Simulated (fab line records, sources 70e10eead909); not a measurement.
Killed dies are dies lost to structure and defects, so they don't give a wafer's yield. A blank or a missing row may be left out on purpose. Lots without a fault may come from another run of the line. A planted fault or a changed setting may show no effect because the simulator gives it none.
Chamber matching | flow nand_harc | NHARC_P_CONTACT_DEP_30 on pecvd-03: 3 sister chambers
The step deposits SiNx, target thk 30 nm. 14 wafers are shown with their chamber, then 7 later ones without.

WAFERS WITH THEIR CHAMBER
wafer  | chamber | heater_power_w (W) | heater_power_outer_w (W)
L074.3 | 2       | 589                | 362
L074.4 | 0       | 634                | 383
L074.5 | 1       | 835                | 527
L076.1 | 0       | 627                | 382
L076.2 | 2       | 530                | 313
L076.5 | 1       | 733                | 449
L078.1 | 0       | 597                | 368
L078.2 | 1       | 859                | 538
L078.4 | 0       | 595                | 364
L083.1 | 0       | 602                | 377
L083.3 | 1       | 688                | 407
L083.4 | 1       | 703                | 396
L086.1 | 2       | 518                | 312
L086.5 | 0       | 638                | 407

SIGNATURES (means of the wafers above)
reading              | chamber 0 | chamber 1 | chamber 2 | scatter within a chamber
heater_power_w       | 615.50    | 763.60    | 545.67    | 51.6
heater_power_outer_w | 380.17    | 463.40    | 329.00    | 43
Rule: a wafer's distance from a chamber is the root of the sum, over the readings, of the square of ((its reading less the chamber's mean) divided by the reading's scatter). The wafer belongs to the nearest chamber; if the next one is less than 2 further off, it can't be placed. The scatter: the root of (the sum of the squares of (reading less its chamber's mean) over the shown wafers, divided by (wafers less chambers)).

WAFERS WITHOUT THEIR CHAMBER
wafer  | heater_power_w (W) | heater_power_outer_w (W)
L086.6 | 749                | 447
L090.1 | 638                | 394
L090.3 | 802                | 474
L090.6 | 576                | 347
L093.2 | 643                | 399
L093.4 | 523                | 303
L093.5 | 595                | 361

WHICH CHAMBER EACH WENT THROUGH
wafer  | from the rows above     | in truth
L086.6 | 1                       | 1
L090.1 | can't be placed: 0 or 2 | 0
L090.3 | 1                       | 1
L090.6 | can't be placed: 2 or 0 | 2
L093.2 | can't be placed: 0 or 2 | 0
L093.4 | can't be placed: 2 or 0 | 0
L093.5 | can't be placed: 0 or 2 | 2
Placed correctly: 2 of 7. Can't be placed from these rows: 5 (the true chamber is among the candidates in 5). Placed wrongly: 0.
